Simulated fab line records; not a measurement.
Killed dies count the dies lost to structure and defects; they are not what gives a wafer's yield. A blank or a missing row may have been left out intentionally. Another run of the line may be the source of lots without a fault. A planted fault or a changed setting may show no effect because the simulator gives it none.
Matching of chambers | flow n5-finfet | rie-diel-04 running N5_BEOL_M4_ETCHBACK_99: 4 sister chambers
The step etches SiO2 in CHF3, target depth 5 nm, time 10.4 s. 14 wafers are shown with their chamber, then 7 later ones without.

WAFERS PAIRED WITH THEIR CHAMBERS
wafer  | chamber | showerhead-plenum-p-Torr (Torr) | oes_f_703_au (a.u.) | throttle-valve-pct (%)
L074.3 | 1       | 2.04                            | 0.73                | 16.68
L074.5 | 2       | 2.22                            | 0.73                | 17.15
L074.6 | 3       | 2.13                            | 0.91                | 16.71
L077.1 | 2       | 2.22                            | 0.74                | 17.17
L077.4 | 1       | 2.04                            | 0.73                | 16.69
L077.6 | 3       | 2.12                            | 0.90                | 16.75
L078.1 | 2       | 2.22                            | 0.74                | 17.18
L078.5 | 2       | 2.22                            | 0.74                | 17.17
L078.6 | 3       | 2.12                            | 0.90                | 16.74
L084.2 | 1       | 2.04                            | 0.72                | 16.72
L084.3 | 2       | 2.21                            | 0.73                | 17.19
L084.4 | 2       | 2.21                            | 0.73                | 17.20
L089.1 | 2       | 2.21                            | 0.71                | 17.24
L089.5 | 0       | 2.31                            | 0.93                | 16.73

SIGNATURES (averages over the wafers above)
reading                  | chamber 0 | chamber 1 | chamber 2 | chamber 3 | scatter within a chamber
showerhead-plenum-p-Torr | 2.3100    | 2.0400    | 2.2157    | 2.1233    | 0.00488
oes_f_703_au             | 0.9300    | 0.7267    | 0.7314    | 0.9033    | 0.00905
throttle-valve-pct       | 16.7300   | 16.6967   | 17.1857   | 16.7333   | 0.0259
Rule: for a wafer and a chamber, the distance is found by dividing, reading by reading, the gap between the wafer's reading and the chamber's mean by the reading's scatter, squaring, summing and taking the root. The wafer belongs to the nearest chamber; if the next one is less than 2 further off, it can't be placed. The scatter is the square root of a quotient: the sum, over the shown wafers, of each reading's squared deviation from its chamber's mean, divided by wafers minus chambers.

WAFERS WITH NO CHAMBER GIVEN
wafer  | showerhead-plenum-p-Torr (Torr) | oes_f_703_au (a.u.) | throttle-valve-pct (%)
L089.6 | 2.11                            | 0.84                | 16.79
L096.1 | 2.11                            | 0.83                | 16.83
L096.4 | 2.02                            | 0.70                | 16.79
L096.5 | 2.11                            | 0.83                | 16.82
L097.1 | 2.20                            | 0.70                | 17.25
L097.5 | 2.31                            | 0.89                | 16.76
L097.6 | 2.11                            | 0.82                | 16.83

CHAMBER TAKEN BY EACH
wafer  | from the rows above | in truth
L089.6 | 3                   | 3
L096.1 | 3                   | 3
L096.4 | 1                   | 1
L096.5 | 3                   | 3
L097.1 | 2                   | 2
L097.5 | 0                   | 0
L097.6 | 3                   | 3
7 of 7 placed correctly. Not placeable from these rows: 0. 0 placed wrongly.
